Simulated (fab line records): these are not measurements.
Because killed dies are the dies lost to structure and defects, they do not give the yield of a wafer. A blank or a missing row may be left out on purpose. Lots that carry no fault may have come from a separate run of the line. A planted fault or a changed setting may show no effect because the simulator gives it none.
Code-filled problem report in 8D (eight disciplines) form | flow n5 finfet | the parts of the form that need people (team, actions taken, sign-off) are left out

1. THE PROBLEM
At N5_WELL_APT_COAT_02, spin speed rpm averages 1557.2 rpm over 6 wafers from 2 lots, while fault-free wafers read 1357.0 rpm, standard deviation 0.83. So: +99 or more standard deviations from the usual mean.
The step: resist thk 950 nm.
First observed at day 5 07:46: wafer L613.2, on litho track-01. At this step, 29 wafers from 10 lots have a number in the record. Rule for "out" (also "out of limits"): further than 4 standard deviations from the usual mean. The other wafers with a number count as sound.

2. WHAT IT IS, WHAT IT ISN'T
question                    | is                     | is not
which readings at this step | spin speed rpm         | -
which lots                  | L613, L616             | L598, L599, L601, L605, L608, L609, L619, L620
which wafers of those lots  | all that have a number | -
read on which tools         | litho track-01         | litho track-03, litho track-05
when                        | from day 5 07:46       | up to then (17 sound wafers); but 6 sound wafers of L619, L620 came after

3. SUSPECTS, AND WHAT RULES EACH OUT
Counting: any tool at a process step up to the reading is kept as a suspect provided that every lot that is out went through it and no sound lot did after the first of them.
- litho track-01 at N5_WELL_APT_COAT_02 (resist thk 950 nm): kept. Every lot that is out went through it, starting with L613 (day 5 07:46), and after that it ran no sound lot; the last sound lot it ran before then is L609 (day 4 07:37). Out on those wafers are its own readings of spin speed rpm.
After counting, what remains is litho track-01 at N5_WELL_APT_COAT_02.

4. THE CAUSE (what the simulator had put in)
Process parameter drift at N5_WELL_APT_COAT_02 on litho track-01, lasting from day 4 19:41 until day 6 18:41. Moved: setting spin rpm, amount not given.
After counting, this tool was the only one left.

5. SEQUENCE OF EFFECTS, ordered by route
Each row: a reading where the mean over the struck wafers with a number is more than 3 standard deviations away from the usual. Only readings whose record carries a usual standard deviation are examined. hours: median over the lots of the time between each lot's start at the first step of this table that gives one and its start at this step. sigmas: the change, counted in usual standard deviations.
hours | step                | reading        | usual      | on struck wafers | change | sigmas
0     | N5_WELL_APT_COAT_02 | spin speed rpm | 1357.0 rpm | 1557.2           | +200.2 | +99 or more
Process steps it contains:
- N5_WELL_APT_COAT_02: resist thk 950 nm.
Later steps that measure or inspect, where all struck wafers having a row at the step show a number for every such reading and not one has moved that far: N5_WELL_APT_CD_MEAS_08, N5_BEOL_M4_RC_MEAS_101.

6. WHAT WOULD HAVE CAUGHT IT SOONER
First out-of-limits reading in this record: day 5 07:46, which is 12 hours after fault onset at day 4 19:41.
